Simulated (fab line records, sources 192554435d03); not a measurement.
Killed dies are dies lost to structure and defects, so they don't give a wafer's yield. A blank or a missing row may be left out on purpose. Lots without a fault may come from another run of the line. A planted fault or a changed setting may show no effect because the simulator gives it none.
A struck lot beside a sound one | flow n5_finfet | 16 steps out of a route of 1938
Sound: wafers L465.1, L465.2, L465.3. Struck: wafer L470.1. (L470.2, L470.3 of the same lot were not struck and are left out.) The cause comes at the end.
At each step with rows: each side's tool, then ch and its chambers, then its first start. Under that, the readings that differ: sound wafers | struck wafers | difference of the means | sigmas: that difference in standard deviations of wafers without a fault.
alike: readings whose means differ by less than 2 such deviations, and words and numbers that are the same on both sides. not compared: withheld readings, readings that some wafer has no value for, bounds like >300 that may hide the same value, and numbers for which the record gives no deviation and whose values overlap.
The two part at a step that has a row with sigmas, a row that says differs or no value, or rows on one side only. Numbers that don't overlap but have no deviation are shown without sigmas and don't part them. A reading that every wafer of one side lacks parts them only if that side has two wafers or more.

first, 7 steps without rows for these wafers: N5_BEOL_M2_COAT_73 (time 60 s, resist thk 5 nm); N5_BEOL_M2_COAT_05 (resist thk 30 nm); N5_BEOL_M2_EBR_07; N5_BEOL_M2_SOFTBAKE_06 (time 60 s); N5_BEOL_M2_EXPOSE_08 (exposes mask M2); N5_BEOL_M2_PEB_09 (peb time 60 s); N5_BEOL_M2_DEVELOP_10 (develop time 30 s).
N5_BEOL_M2_CD_MEAS_11: target cd 16.79 nm.
  sound on cd_sem-01 ch 0, day 10 00:27; struck on cd_sem-01 ch 0, day 10 22:44
  alike: cd_nm
N5_BEOL_M2_OVL_MEAS_12:
  sound on overlay-01 ch 0, day 10 00:29; struck on overlay-02 ch 0, day 10 22:46
  alike: M2_OVL
N5_BEOL_M2_INSPECT_13: inspects for defects (brightfield).
  sound on defect_inspect-02, day 10 00:32; struck on defect_inspect-01, day 10 22:49
  alike: raw_defect_count
N5_BEOL_M2_DESCUM_16: chemistry O2, time 7 s.
  sound on rie_diel-05 ch 0,1,2, day 10 00:35; struck on rie_diel-04 ch 3, day 10 22:51
  reading                     | sound       | struck | difference | sigmas
  drypump_motor_current_A (A) | 5.7 6.5 6.1 | 4.9    | -1.2       | -2
  alike: oes_product_au, rf_vpp_V, showerhead_plenum_p_Torr, throttle_valve_pct
  not compared: rf_hours_counter_h
N5_BEOL_M2_ETCH_74: etches underlayer in N2/H2, target depth 6.5 nm, time 5.2 s.
  sound on rie_diel-05 ch 0,1,2, day 10 00:37; struck on rie_diel-04 ch 3, day 10 22:53
  reading                     | sound       | struck | difference | sigmas
  drypump_motor_current_A (A) | 5.7 6.5 6.1 | 4.9    | -1.2       | -2
  alike: bias_w, etch_rf_on_time_s, oes_product_au, rf_vpp_V, showerhead_plenum_p_Torr, throttle_valve_pct
  not compared: rf_hours_counter_h
N5_BEOL_M2_ETCH_63: etches SiARC in CF4, target depth 15.6 nm, time 26 s.
  sound on rie_diel-05 ch 0,1,2, day 10 00:38; struck on rie_diel-04 ch 3, day 10 22:55
  reading                     | sound          | struck | difference | sigmas
  drypump_motor_current_A (A) | 5.7 6.5 6.1    | 4.9    | -1.2       | -2
  etch_rf_on_time_s (s)       | 26.4 25.4 24.4 | 16.4   | -9.0       | -12
  oes_product_au (a.u.)       | 0.62 0.67 0.63 | 0.80   | +0.16      | +2
  alike: bias_w, rf_vpp_V, showerhead_plenum_p_Torr, throttle_valve_pct
  not compared: rf_hours_counter_h
N5_BEOL_M2_ETCH_64: etches SOC in N2/H2, target depth 75 nm, overetch 22.5 nm, time 121.9 s.
  sound on rie_diel-05 ch 0,1,2, day 10 00:40; struck on rie_diel-04 ch 3, day 10 22:56
  reading                     | sound       | struck | difference | sigmas
  drypump_motor_current_A (A) | 5.7 6.5 6.1 | 4.9    | -1.2       | -2
  alike: bias_w, oes_product_au, rf_vpp_V, showerhead_plenum_p_Torr, throttle_valve_pct
  not compared: rf_hours_counter_h
N5_BEOL_M4_RC_MEAS_101:
  sound on prober-01 ch 0, day 11 04:43; struck on prober-01 ch 0, day 12 22:49
  reading       | sound       | struck | difference | sigmas
  ION_N (uA/um) | 654 660 675 | 692    | +29        | +2
  ION_P (uA/um) | 449 460 468 | 476    | +17        | +2
  alike: DIBL_N, DIBL_P, IOFF_N, IOFF_P, SS_N, SS_P, VT_N, VT_P
then, 1 step without rows for these wafers: N5_PASSIVATION_PROBE_49.

WHERE THEY PART
First at N5_BEOL_M2_DESCUM_16; last, within this record, at N5_BEOL_M4_RC_MEAS_101.

WHY: what the simulator had put in
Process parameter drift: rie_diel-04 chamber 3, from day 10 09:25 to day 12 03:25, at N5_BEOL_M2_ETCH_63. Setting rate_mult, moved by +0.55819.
